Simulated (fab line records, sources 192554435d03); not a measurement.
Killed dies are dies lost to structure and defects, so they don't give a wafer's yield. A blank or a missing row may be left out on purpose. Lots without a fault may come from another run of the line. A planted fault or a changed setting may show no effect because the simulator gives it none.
fab line records | flow n5_finfet
record lots=12 wafers=34 last_day=19
route steps=1938 shown BEOL_M6@1251 BEOL_M15@1818 MIM_BOT@1832 MIM_TOP@1836 PASSIVATION@1936
lots that met no fault: from a run of the same line without faults
start_h: hours from the record's first day to the start of the lot's first wafer shown | wait_h: hours since the lot's step before | " the same as in the row above | L1.1+2: a row that stands for several wafers | - no value, or no start given | * or withheld: withheld | < > ~ a bound
route shown NAME@n: a module of which the file shows steps, and the number in the route of the first | usual: mean/standard deviation of fault-free wafers | same: alike in all rows | chamber/n: place in a boat | sites: the reading at each site | _std_site: their standard deviation | _edge_site: outer sites' mean less inner sites' | radius_mm: how far each site lies from the wafer's centre | mask NAME#n: copy n | behind: the tool/chamber that last shaped the wafer | hold: why the lot was held/for how many hours/how that ended | device: the transistor (n, p or np) that didn't switch | end of line: the same wafers' tests at the end of the route | a step without rows: its recipe alone | killed: dies lost to structure and defects at the first sort, not the wafer's yield | map: a wafer's dies, x killed, . not, _ none there
set.NAME: the setting as run; set.NAME@STEP: as run at that earlier step | model.NAME: the simulator's own value behind a step, which no gauge read
steps of the route over a sample of lots; a table a step, a row a wafer
services: from which hour (start_h, from the record's first day; less than 0 if before it) a tool's chamber was out of use, for how many hours, and why
## steps
# step N5_BEOL_M6_ALD_77
# recipe material=TaN target_thk_a=20 temp_c=275 ald_precursor_family=PDMAT ald_co_reactant=NH3 pressure_torr=3 carrier_flow_sccm=1500 pulse_time_s=2 purge_time_s=3 co_reactant_purge_time_s=2 co_reactant_pulse_time_s=3 ald_cycles=40 precursor_vessel_temp_c=75 precursor_vessel_pressure_torr=26.25 precursor_vessel_carrier_sccm=1000
# usual heater_power_w=408/44
# columns lot.wafer tool chamber start_h wait_h heater_power_w
L249.1 ald_metal-02 2 186.21 0.2 345
L249.3 " 3 " " 374
L250.1 ald_metal-02 3 191.88 0.3 384
L250.2 " 2 " " 346
L250.5 " 3 " " 381
L251.1 ald_metal-02 2 196.97 0.1 344
L251.2 " 0 " " 358
L251.5 " 3 " " 373
L253.1 ald_metal-02 2 209.47 0.0 337
L253.3 " 3 " " 377
L253.6 " 1 " " 365
L254.2 ald_metal-02 0 213.61 0.0 354
L254.3 " 1 " " 362
L254.6 " 3 " " 383
L255.1 ald_metal-02 0 221.72 0.0 350
L255.2 " 3 " " 378
L255.6 " 0 " " 353
L257.1 ald_metal-04 1 227.57 0.0 464
L257.2 " 0 " " 408
L257.5 " 1 " " 468
L260.2 ald_metal-02 1 236.40 0.0 361
L260.4 " 0 " " 360
L260.5 " 0 " " 373
L266.2 ald_metal-04 0 286.07 0.0 406
L266.4 " 2 " " 436
L267.1 ald_metal-02 3 314.08 0.2 381
L267.2 " 1 " " 366
L267.6 " 0 " " 362
L268.3 ald_metal-04 1 335.94 0.0 448
L268.5 " 2 " " 442
L268.6 " 1 " " 445
L272.1 ald_metal-04 3 355.67 0.0 448
L272.3 " 1 " " 463
L272.6 " 0 " " 398
# step N5_BEOL_M15_PRE_CLEAN_42
# recipe gas=H2/He time_s=30 temp_c=300
# usual heater_power_w=471/40
# columns lot.wafer tool chamber start_h wait_h heater_power_w
L249.1 pvd_sputter-01 - 250.92 0.0 455
L249.3 " - " " 441
L250.1 pvd_sputter-02 - 255.42 0.0 440
L250.2 " - " " 453
L250.5 " - " " 437
L251.1 pvd_sputter-01 - 259.51 0.0 418
L251.2 " - " " 454
L251.5 " - " " 451
L254.2 pvd_sputter-03 - 272.53 0.0 493
L254.3 " - " " 552
L254.6 " - " " 436
L253.1 pvd_sputter-01 - 272.69 0.0 455
L253.3 " - " " 438
L253.6 " - " " 436
L255.1 pvd_sputter-01 - 288.25 0.0 466
L255.2 " - " " 425
L255.6 " - " " 449
L257.1 pvd_sputter-03 - 291.23 0.0 496
L257.2 " - " " 560
L257.5 " - " " 448
L260.2 pvd_sputter-03 - 303.29 0.0 477
L260.4 " - " " 523
L260.5 " - " " 530
L266.2 pvd_sputter-02 - 356.69 0.0 428
L266.4 " - " " 484
L267.1 pvd_sputter-01 - 385.59 0.0 473
L267.2 " - " " 418
L267.6 " - " " 448
L268.3 pvd_sputter-03 - 406.32 0.0 542
L268.5 " - " " 427
L268.6 " - " " 525
L272.1 pvd_sputter-02 - 443.80 0.0 503
L272.3 " - " " 430
L272.6 " - " " 439
# step N5_MIM_BOT_DEGAS_01
# recipe ambient=vacuum temp_c=300 time_s=60
# usual heater_power_w=464/38
# columns lot.wafer tool chamber start_h wait_h heater_power_w
L249.1 pvd_sputter-03 - 254.03 0.8 564
L249.3 " - " " 486
L250.1 pvd_sputter-02 - 259.31 1.6 444
L250.2 " - " " 438
L250.5 " - " " 451
L251.1 pvd_sputter-02 - 264.70 2.9 432
L251.2 " - " " 443
L251.5 " - " " 430
L254.2 pvd_sputter-03 - 275.21 0.2 442
L254.3 " - " " 529
L254.6 " - " " 490
L253.1 pvd_sputter-01 - 278.14 3.0 425
L253.3 " - " " 450
L253.6 " - " " 444
L255.1 pvd_sputter-01 - 290.93 0.4 450
L255.2 " - " " 434
L255.6 " - " " 471
L257.1 pvd_sputter-03 - 294.33 0.4 433
L257.2 " - " " 489
L257.5 " - " " 444
L260.2 pvd_sputter-03 - 306.81 1.2 508
L260.4 " - " " 544
L260.5 " - " " 438
L266.2 pvd_sputter-02 - 360.23 1.2 450
L266.4 " - " " 444
L267.1 pvd_sputter-01 - 388.69 0.5 444
L267.2 " - " " 448
L267.6 " - " " 443
L268.3 pvd_sputter-01 - 409.89 1.2 444
L268.5 " - " " 444
L268.6 " - " " 447
L272.1 pvd_sputter-01 - 448.03 1.4 414
L272.3 " - " " 446
L272.6 " - " " 436
# step N5_MIM_TOP_ALD_02
# recipe material=Al2O3 target_thk_a=* temp_c=withheld ald_precursor_family=TMA ald_co_reactant=O3 pulse_time_s=withheld purge_time_s=3 co_reactant_purge_time_s=withheld co_reactant_pulse_time_s=3 ald_cycles=withheld
# usual precursor_pulse_height_rel=1.002/0.021
# columns lot.wafer tool chamber start_h wait_h precursor_pulse_height_rel
L249.1 ald_hk-03 0 - - 1.018
L249.3 " 3 " " 1.005
L250.1 ald_hk-03 3 - - 0.997
L250.2 " 0 " " 1.036
L250.5 " 0 " " 1.016
L251.1 ald_hk-03 0 - - 0.952
L251.2 " 2 " " 0.996
L251.5 " 0 " " 1.000
L254.2 ald_hk-03 2 - - 0.981
L254.3 " 0 " " 1.030
L254.6 " 3 " " 1.003
L253.1 ald_hk-01 3 - - 0.996
L253.3 " 2 " " 1.042
L253.6 " 0 " " 0.997
L255.1 ald_hk-01 0 - - 1.031
L255.2 " 2 " " 1.016
L255.6 " 0 " " 0.974
L257.1 ald_hk-03 3 - - 1.043
L257.2 " 1 " " 0.998
L257.5 " 2 " " 1.024
L260.2 ald_hk-03 1 - - 0.987
L260.4 " 0 " " 1.010
L260.5 " 2 " " 0.992
L266.2 ald_hk-01 3 - - 0.996
L266.4 " 1 " " 0.996
L267.1 ald_hk-02 3 - - 0.989
L267.2 " 1 " " 0.998
L267.6 " 1 " " 1.007
L268.3 ald_hk-03 3 - - 1.001
L268.5 " 3 " " 1.037
L268.6 " 0 " " 1.016
L272.1 ald_hk-02 0 - - 1.013
L272.3 " 3 " " 0.987
L272.6 " 0 " " 0.999
# step N5_PASSIVATION_PROBE_49
# usual defect_limited_yield=91.3/1.7 killed_at_M0_to_M3=33/9.9 killed_at_M4_up=14/6.4 killed_at_contacts=12/7 killed_at_front_end=41/13 killed_at_other=3.1/2.9 killed_dies=103/20 killed_on_rim=13/4 killed_open=67/14 killed_short=34/9.4 sort_bin_4_leakage=0.03/0.24 sort_bin_5_function=5.1/1.1 sort_bin_6_memory=3.2/0.79 sort_bin_8_speed=0.02/0.15 sort_n_pass=1077/21 sort_yield_pct=91.2/1.7
# same gross_dies=1180 killed_at_back_side=0
# columns lot.wafer tool chamber start_h wait_h defect_limited_yield[%] killed_at_M0_to_M3 killed_at_M4_up killed_at_contacts killed_at_front_end killed_at_other killed_dies killed_on_rim killed_open killed_short sort_bin_4_leakage[%] sort_bin_5_function[%] sort_bin_6_memory[%] sort_bin_8_speed[%] sort_n_pass sort_yield_pct[%]
L260.2 prober-02 - 317.41 0.1 92.5 25 21 8 33 1 88 9 58 24 0 3.8 2.9 0 1092 92.5
L260.4 prober-02 - 317.51 0.2 84.5 19 122 12 27 3 183 23 50 26 0 10.2 2.9 0 997 84.5
L260.5 prober-02 - 317.56 0.2 84.1 18 114 14 38 4 188 29 42 29 0 9.5 3.5 0 992 84.1
# killed by level:class
L260.2 BEOL_M4:geometric_particle:open=9 BEOL_M2:geometric_particle:open=8 FIN_SAQP:geometric_particle:open=7 MOL_CONTACT_COAG:geometric_particle:open=6 BEOL_M0_SAQP:geometric_particle:open=5 BEOL_M4:geometric_particle:short=5 HKMG_FIN:area_etch=5 FIN_SAQP:geometric_particle:short=4
L260.4 BEOL_M6:unspecified=107 MOL_CONTACT_COAG:geometric_particle:open=11 BEOL_M4:geometric_particle:open=10 BEOL_M1:geometric_particle:open=5 STI_FIN_REVEAL:geometric_particle:open=4 BEOL_M0_SAQP:geometric_particle:short=4 STARTING-WAFER:geometric_particle:short=4 FIN_SAQP:geometric_particle:open=3
L260.5 BEOL_M6:unspecified=104 MOL_CONTACT_COAG:geometric_particle:open=12 HKMG_FIN:area_etch=9 BEOL_M0_SAQP:geometric_particle:short=6 BEOL_M4:geometric_particle:open=6 FIN_SAQP:geometric_particle:short=5 FIN_SAQP:geometric_particle:open=5 BEOL_M2:geometric_particle:open=5
## services
# columns tool chamber start_h hours kind
ald_metal-02 0 175.38 3.0 repair
ald_hk-01 - 194.23 6.0 pm
ald_metal-02 - 239.74 0.8 repair
ald_hk-02 - 243.64 0.4 repair
pvd_sputter-02 - 269.38 29.2 repair
ald_metal-02 2 281.62 6.4 repair
ald_metal-02 - 296.99 14.6 pm
ald_metal-04 - 301.55 2.8 pm
ald_metal-04 3 305.55 25.9 repair
ald_hk-02 - 308.69 2.8 pm
ald_hk-01 - 316.14 1.4 repair
ald_metal-02 - 320.01 28.1 pm
pvd_sputter-03 - 355.87 6.6 repair
ald_metal-04 1 366.46 2.0 repair
ald_hk-01 - 371.93 8.7 pm
ald_hk-03 - 391.16 0.8 repair
pvd_sputter-02 - 394.55 4.0 repair
ald_hk-01 - 404.27 7.4 repair
ald_metal-04 0 416.19 7.6 repair
ald_hk-01 - 428.27 14.6 pm
ald_metal-04 - 428.74 14.6 pm
pvd_sputter-02 - 431.01 1.0 repair
## key
first_sign step=N5_PASSIVATION_PROBE_49 reading=killed_at_M4_up direction=up sigmas=16 usual=14 struck=118
effect step=N5_PASSIVATION_PROBE_49 reading=defect_limited_yield direction=down sigmas=4 usual=91.3 struck=84.3
more_kills_born_at N5_BEOL_M6_ALD_77@ald_metal-02=211
met_at N5_BEOL_M6_ALD_77
struck_lots L260
struck_wafers L260.4,L260.5
not_acting_at N5_BEOL_M15_PRE_CLEAN_42,N5_MIM_BOT_DEGAS_01,N5_MIM_TOP_ALD_02
onset_between 221.72 236.40
fault kind=chamber_particle_source tool=ald_metal-02 chamber=0 onset_h=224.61 steps=N5_BEOL_M6_ALD_77 rate_per_visit_cm2=0.91295 end_h=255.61
